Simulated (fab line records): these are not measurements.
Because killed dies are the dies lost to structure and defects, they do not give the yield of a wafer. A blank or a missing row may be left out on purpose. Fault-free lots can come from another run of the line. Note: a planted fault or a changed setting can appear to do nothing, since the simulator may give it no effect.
Code-filled problem report in 8D (eight disciplines) form    flow n5 finfet    the parts of the form that need people (team, actions taken, sign-off) are left out

1. THE PROBLEM
N5_BEOL_M14_OCD_MEAS_35, trench depth nm: mean 484 nm over 1 wafer from 1 lot; wafers with no fault: 549 nm, standard deviation 15. Relative to the usual mean, that is a shift of -4.3 standard deviations.
Seen first at day 15 06:35 on ocd-01, wafer L945.6. At this step, 18 wafers from 6 lots have a number in the record. By rule, "out" or "out of limits" means more than 4 standard deviations away from the usual mean. All remaining wafers that have a number are taken as sound.

2. WHAT IT IS, AND WHAT IT ISN'T
question                     is                 is not
which readings at this step  trench depth nm    -
which lots                   L945               L940, L941, L946, L951, L952
which wafers of those lots   L945.6             L945.1, L945.5
read on which gauges         ocd-01             -
when                         from day 15 06:35  up to then (8 sound wafers); but 9 sound wafers of L946, L951, L952 came after

3. THE SUSPECTS, EACH WITH WHAT RULES IT OUT
Counting: any tool at a process step up to the reading remains a suspect provided it ran every lot that is out. Sound lots after the first of them don't rule it out here, since some wafers of a struck lot are sound.
- the gauge at N5_BEOL_M14_OCD_MEAS_35: ruled out. All the wafers that are out were read on ocd-01, but those of them that N5_BEOL_M14_THK_MEAS_50 has rows for are out there too, on other tools.
- rie diel-01 at N5_BEOL_M14_ETCH_67 (etches SiARC in CF4, target depth 143 nm, time 238.3 s): kept. It processed L945, the lot that is out, at day 15 06:01, and its most recent sound lot before then was L940 at day 14 10:58.
- rie diel-01 at N5_BEOL_M14_TRENCH_ETCH_34 (etches SiO2 in C4F8/O2/Ar, target depth 556.65 nm, time 126.9 s): kept. It processed L945, the lot that is out, at day 15 06:26, and its most recent sound lot before then was L940 at day 14 11:23.
- rie diel-01, N5_BEOL_M14_ETCH_67: wafers that are out in chamber 0, sound lot-mates in chambers 1, 3.
- rie diel-01, N5_BEOL_M14_TRENCH_ETCH_34: wafers that are out in chamber 0, sound lot-mates in chambers 1, 3.
After counting, rie diel-01 at N5_BEOL_M14_ETCH_67 and rie diel-01 at N5_BEOL_M14_TRENCH_ETCH_34 remain.

4. THE CAUSE (what the simulator had put in)
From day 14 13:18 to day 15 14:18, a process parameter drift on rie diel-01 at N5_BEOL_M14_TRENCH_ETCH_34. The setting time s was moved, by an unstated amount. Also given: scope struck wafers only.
Counting left 2 suspects, and this tool is among them.

5. THE CHAIN OF EFFECTS, in route order
One row per reading whose mean, taken over the struck wafers that have a number, lies over 3 standard deviations from the usual. Only readings for which the record gives a usual standard deviation are gone through. hours: the time from each lot's start at the first step in this table that gives one to its start at this step, as a median over the lots. sigmas: the change in usual standard deviations.
hours  step                     reading            usual          on struck wafers  change    sigmas
0      N5_BEOL_M14_OCD_MEAS_35  trench depth nm    549 nm         484               -65       -4.3
3      N5_BEOL_M14_THK_MEAS_50  M14_THK            537 nm         469               -68       -4.9
4      N5_BEOL_M14_RS_MEAS_54   M14_RS             0.0337 ohm/sq  0.0387            +0.0050   +5.6
9      N5_BEOL_M15_RC_MEAS_101  COMB_M7            2.6e-11 S/m    4.2e-11           +1.6e-11  +3.0
9      N5_BEOL_M15_RC_MEAS_101  SERP_M14           0.162 ohm/um   0.188             +0.026    +5.2
9      N5_BEOL_M15_RC_MEAS_101  SERP_M14_max_site  0.164 ohm/um   0.190             +0.026    +5.2

6. WHAT WOULD HAVE CAUGHT IT SOONER
Counted from the fault's start at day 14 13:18, it took 17 hours until the first out-of-limits reading at a measuring or inspecting step in this record, taken at day 15 06:35.
Of the tool readings at N5_BEOL_M14_TRENCH_ETCH_34 for which the record gives a usual standard deviation, none was out on any struck wafer, so an alarm limit of 4 standard deviations on them would not have fired.
By day 15 06:35 the whole set of lots that are out, 1 in number, had already begun N5_BEOL_M14_TRENCH_ETCH_34 on rie diel-01. A hold on the tool at that time would have spared none of them.
